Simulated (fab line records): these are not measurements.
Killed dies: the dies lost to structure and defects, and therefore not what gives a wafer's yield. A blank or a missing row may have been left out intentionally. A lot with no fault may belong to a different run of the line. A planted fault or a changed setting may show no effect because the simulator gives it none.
Matching of chambers ; flow nandHarc ; aldHk-03 running NHARC_A_CHANNEL_FILL_D1_ALD_02: 4 sister chambers
The step deposits SiO2, target thk 6 nm, pulse time 10 s, ald cycles 60. 8 wafers are shown with their chamber, then 8 later ones without.

WAFERS PAIRED WITH THEIR CHAMBERS
wafer;chamber;heaterPowerW (W);precursorPulseHeightRel
L084.2;2;499;1.008
L084.3;0;492;0.998
L084.5;2;493;1.015
L087.5;3;391;0.986
L087.6;0;488;0.976
L086.3;3;386;0.998
L086.6;1;510;1.012
L085.1;1;507;1.032

WAFERS MISSING THEIR CHAMBER
wafer;heaterPowerW (W);precursorPulseHeightRel
L085.5;513;0.966
L085.6;507;0.991
L088.1;406;1.021
L088.2;509;1.004
L088.4;494;1.002
L092.1;506;0.993
L092.2;397;0.981
L092.4;499;0.968

CHAMBER TAKEN BY EACH
wafer;from the rows above;in truth
L085.5;can't be placed: 1 or 2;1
L085.6;can't be placed: 1 or 2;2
L088.1;3;3
L088.2;1;1
L088.4;can't be placed: 2 or 0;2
L092.1;can't be placed: 1 or 2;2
L092.2;3;3
L092.4;can't be placed: 0 or 2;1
Correct placement for 3 of the 8. Can't be placed from these rows: 5 (the true chamber is among the candidates in 4). Wrongly placed: 0.
How it was worked out, from the rows above alone: a wafer's distance from a chamber is the root of the sum, over the readings, of the square of ((its reading less the chamber's mean) divided by the reading's scatter). If the next closest chamber is less than 2 further off than the closest, the wafer can't be placed; otherwise it belongs to the closest. A chamber's mean is the mean of its shown wafers. The scatter is the square root of a quotient: the sum, over the shown wafers, of each reading's squared deviation from its chamber's mean, divided by wafers minus chambers.
